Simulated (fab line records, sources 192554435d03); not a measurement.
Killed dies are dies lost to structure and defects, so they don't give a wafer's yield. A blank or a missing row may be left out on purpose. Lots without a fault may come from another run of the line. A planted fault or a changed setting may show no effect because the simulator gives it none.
Chamber matching | flow n5_finfet | N5_BEOL_M3_ALD_98 on ald_sin-02: 4 sister chambers
The step deposits SiO2, target thk 2.5 nm, pulse time 1 s, co reactant pulse time 1 s. 14 wafers are shown with their chamber, then 6 later ones without.

WAFERS WITH THEIR CHAMBER
wafer  | chamber | heater_power_w (W) | precursor_pulse_height_rel
L494.1 | 0       | 89                 | 0.979
L494.3 | 1       | 104                | 1.001
L494.6 | 3       | 78                 | 0.970
L497.1 | 2       | 74                 | 1.003
L497.3 | 3       | 81                 | 0.996
L497.5 | 2       | 72                 | 0.985
L500.2 | 0       | 87                 | 0.999
L500.4 | 2       | 72                 | 0.994
L500.5 | 1       | 105                | 1.029
L499.1 | 0       | 89                 | 1.003
L499.2 | 2       | 73                 | 1.008
L499.3 | 3       | 79                 | 0.975
L501.2 | 3       | 80                 | 1.004
L501.3 | 1       | 105                | 1.016

SIGNATURES (means of the wafers above)
reading                    | chamber 0 | chamber 1 | chamber 2 | chamber 3 | scatter within a chamber
heater_power_w             | 88.33     | 104.67    | 72.75     | 79.50     | 1.05
precursor_pulse_height_rel | 0.99367   | 1.01533   | 0.99750   | 0.98625   | 0.0135
Rule: a wafer's distance from a chamber is the root of the sum, over the readings, of the square of ((its reading less the chamber's mean) divided by the reading's scatter). The wafer belongs to the nearest chamber; if the next one is less than 2 further off, it can't be placed. The scatter: the root of (the sum of the squares of (reading less its chamber's mean) over the shown wafers, divided by (wafers less chambers)).

WAFERS WITHOUT THEIR CHAMBER
wafer  | heater_power_w (W) | precursor_pulse_height_rel
L501.5 | 72                 | 1.008
L507.1 | 107                | 1.012
L507.2 | 79                 | 1.020
L507.5 | 103                | 1.030
L514.5 | 77                 | 0.992
L514.6 | 71                 | 1.004

WHICH CHAMBER EACH WENT THROUGH
wafer  | from the rows above     | in truth
L501.5 | 2                       | 2
L507.1 | 1                       | 1
L507.2 | 3                       | 3
L507.5 | 1                       | 1
L514.5 | can't be placed: 3 or 2 | 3
L514.6 | 2                       | 2
Placed correctly: 5 of 6. Can't be placed from these rows: 1 (the true chamber is among the candidates in 1). Placed wrongly: 0.
